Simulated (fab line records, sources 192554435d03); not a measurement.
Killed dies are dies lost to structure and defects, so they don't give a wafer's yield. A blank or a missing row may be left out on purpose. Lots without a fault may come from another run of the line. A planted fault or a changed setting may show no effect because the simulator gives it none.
Chamber matching | flow n5_finfet | N5_HKMG_FIN_CMP_23 on cmp-02: 4 sister chambers
The step polishes, stops on SiNx, t overpolish 10 s, target thk 46.326 nm. 14 wafers are shown with their chamber, then 7 later ones without.

WAFERS WITH THEIR CHAMBER
wafer  | chamber | motor_current_A (A) | time_to_endpoint_s (s) | edge_zone_pressure_frac
L083.2 | 1       | 12.9                | 9                      | 0.998
L083.5 | 3       | 12.8                | 12                     | 1.002
L083.6 | 2       | 10.0                | 11                     | 1.005
L084.2 | 1       | 12.4                | 6                      | 1.000
L084.3 | 2       | 9.6                 | 9                      | 1.006
L084.6 | 3       | 12.5                | 11                     | 1.000
L085.2 | 2       | 10.2                | 9                      | 0.994
L085.5 | 2       | 10.0                | 9                      | 0.997
L085.6 | 3       | 13.0                | 12                     | 0.997
L090.2 | 1       | 13.1                | 13                     | 1.005
L090.3 | 0       | 11.5                | 14                     | 0.996
L090.5 | 2       | 9.1                 | 15                     | 0.999
L093.3 | 2       | 9.9                 | 10                     | 1.006
L093.4 | 3       | 12.9                | 11                     | 1.002

SIGNATURES (means of the wafers above)
reading                 | chamber 0 | chamber 1 | chamber 2 | chamber 3 | scatter within a chamber
motor_current_A         | 11.500    | 12.800    | 9.800     | 12.800    | 0.344
time_to_endpoint_s      | 14.00     | 9.33      | 10.50     | 11.50     | 2.31
edge_zone_pressure_frac | 0.99600   | 1.00100   | 1.00117   | 1.00025   | 0.00421
Rule: a wafer's distance from a chamber is the root of the sum, over the readings, of the square of ((its reading less the chamber's mean) divided by the reading's scatter). The wafer belongs to the nearest chamber; if the next one is less than 2 further off, it can't be placed. The scatter: the root of (the sum of the squares of (reading less its chamber's mean) over the shown wafers, divided by (wafers less chambers)).

WAFERS WITHOUT THEIR CHAMBER
wafer  | motor_current_A (A) | time_to_endpoint_s (s) | edge_zone_pressure_frac
L093.6 | 10.1                | 9                      | 1.005
L094.1 | 11.1                | 11                     | 0.989
L094.5 | 11.6                | 9                      | 0.992
L094.6 | 13.2                | 8                      | 1.003
L096.2 | 9.3                 | 11                     | 0.995
L096.4 | 10.8                | 15                     | 0.993
L096.6 | 13.3                | 13                     | 1.004

WHICH CHAMBER EACH WENT THROUGH
wafer  | from the rows above          | in truth
L093.6 | 2                            | 2
L094.1 | 0                            | 0
L094.5 | can't be placed: 0 or 1 or 3 | 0
L094.6 | can't be placed: 1 or 3      | 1
L096.2 | 2                            | 2
L096.4 | can't be placed: 0 or 2      | 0
L096.6 | can't be placed: 3 or 1      | 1
Placed correctly: 3 of 7. Can't be placed from these rows: 4 (the true chamber is among the candidates in 4). Placed wrongly: 0.
